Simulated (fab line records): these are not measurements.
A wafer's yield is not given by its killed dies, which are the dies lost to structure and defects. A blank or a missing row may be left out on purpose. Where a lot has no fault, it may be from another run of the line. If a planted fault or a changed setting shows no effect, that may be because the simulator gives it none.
Struck lot and sound lot, side by side || flow nand_harc || 15 steps out of a route of 1302
Sound: these wafers, L697.2, L697.4, L697.6. Struck: wafers L687.3, L687.4, L687.5. The cause comes at the end.
Order at every step that has rows: each side's tool, ch and its chambers, its first start. Under that, the readings that differ: sound wafers || struck wafers || difference of the means || sigmas: that difference in standard deviations of wafers without a fault.
alike: readings with means less than 2 such deviations apart, plus words and numbers identical on both sides. not compared: withheld readings, readings lacking a value on some wafer, bounds such as >300 that could conceal the same value, and numbers that have no deviation in the record and whose values overlap.
The two part at a step that has a row with sigmas, a row that says differs or no value, or rows on one side only. Numbers that don't overlap but have no deviation are shown without sigmas and don't part them. Lack of a reading on every wafer of one side parts them only where that side has two or more wafers.

first, 1 step without rows for these wafers: NHARC_A_ONON_D1_DEP_12 (target thk 1000 nm).
NHARC_A_ONON_D1_THK_MEAS_14: measures by ellipsometry.
  sound on film_metro-01, day 15 13:53; struck on film_metro-02, day 11 21:55
  alike: thk_nm
then, 2 steps without rows for these wafers: NHARC_A_ONON_D1_ANNEAL_15 (time 3600 s); NHARC_A_ONON_D1_DEP_16 (target thk 1000 nm).
NHARC_A_ONON_D1_THK_MEAS_18: measures by ellipsometry.
  sound on film_metro-01, day 15 21:46; struck on film_metro-02, day 12 05:41
  alike: thk_nm
next comes 1 step that has no rows for these wafers: NHARC_A_ONON_D1_DEP_19 (target thickness 1000 nm).
NHARC_A_ONON_D1_THK_MEAS_21: measures by ellipsometry.
  sound on film_metro-02, day 15 22:20; struck on film_metro-01, day 12 06:14
  alike: thk_nm
next comes 1 step that has no rows for these wafers: NHARC_A_ONON_D1_DEP_22 (target thickness 1000 nm).
NHARC_A_ONON_D1_THK_MEAS_24: measures by ellipsometry.
  sound on film_metro-02, day 15 22:54; struck on film_metro-01, day 12 06:49
  alike: thk_nm
next comes 1 step that has no rows for these wafers: NHARC_A_ONON_D1_DEP_25 (target thickness 1000 nm).
NHARC_A_ONON_D1_THK_MEAS_27: measures by ellipsometry.
  sound on film_metro-01, day 15 23:28; struck on film_metro-01, day 12 07:22
  alike: thk_nm
NHARC_A_ONON_D1_DEP_28: target thk 1000 nm.
  sound on pecvd_onon-02 ch 0, day 15 23:35; struck on pecvd_onon-02 ch 0, day 12 07:32
NHARC_A_ONON_D1_THK_MEAS_30: measures by ellipsometry.
  sound on film_metro-02, day 16 00:02; struck on film_metro-01, day 12 07:56
{"reading": "thk_nm (nm)", "sound": "998 998 998", "struck": "1571 1571 1569", "difference": "+572", "sigmas": "+76"}
NHARC_A_ONON_D1_DEP_33: deposits SiO2, target thk 200 nm.
  sound on pecvd-01 ch 0,1,2, day 16 00:08; struck on pecvd-03 ch 0,1,2, day 12 08:02
  alike: heater_power_w, mfc_precursor_sccm, throttle_valve_pct
following that, these wafers have no rows for 1 step: NHARC_END_SORT_01.

WHERE THEY PART
At NHARC_A_ONON_D1_THK_MEAS_30 and nowhere else, as far as this record goes. Later steps at which nothing parts them and some readings are alike: NHARC_A_ONON_D1_DEP_33.

WHY: what the simulator had put in
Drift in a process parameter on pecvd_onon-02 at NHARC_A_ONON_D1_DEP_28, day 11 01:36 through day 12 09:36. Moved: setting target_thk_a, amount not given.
